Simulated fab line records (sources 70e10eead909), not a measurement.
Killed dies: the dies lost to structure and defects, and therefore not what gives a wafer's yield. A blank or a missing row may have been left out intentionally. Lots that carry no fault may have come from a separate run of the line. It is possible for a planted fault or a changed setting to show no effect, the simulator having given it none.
Matching of chambers | flow nand_harc | NHARC_A_BLC_CMP_25 on cmp-02 has 4 sister chambers
The step polishes, t overpolish 30 s, target thk 150 nm. 4 wafers are shown with their chamber, then 8 later ones without.

WAFERS PAIRED WITH THEIR CHAMBERS
wafer  | chamber | motor_current_A (A)
L087.2 | 3       | 10.5
L092.2 | 0       | 10.4
L092.4 | 2       | 11.8
L093.1 | 1       | 13.8

WAFERS WITHOUT THEIR CHAMBER
wafer  | motor_current_A (A)
L093.3 | 10.1
L093.5 | 12.2
L097.1 | 9.6
L097.5 | 11.7
L097.6 | 10.8
L096.1 | 9.9
L096.2 | 13.9
L096.3 | 9.8

WHICH CHAMBER EACH ONE RAN IN
wafer  | from the rows above          | in truth
L093.3 | can't be placed: 0 or 3      | 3
L093.5 | 2                            | 2
L097.1 | can't be placed: 0 or 3      | 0
L097.5 | 2                            | 2
L097.6 | can't be placed: 3 or 0 or 2 | 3
L096.1 | can't be placed: 0 or 3      | 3
L096.2 | 1                            | 1
L096.3 | can't be placed: 0 or 3      | 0
3 of 8 placed correctly. Cannot be placed on the basis of these rows: 5; the candidates contain the true chamber in 5. Number placed wrongly: 0.
How it was worked out, from the rows above alone: a wafer's distance from a chamber is the root of the sum, over the readings, of the square of ((its reading less the chamber's mean) divided by the reading's scatter). The wafer belongs to the nearest chamber; if the next one is less than 2 further off, it can't be placed. A chamber's mean is the mean of its shown wafers. The scatter: root of mean squared gap, hidden wafer to nearest shown wafer, with one shown wafer a chamber.
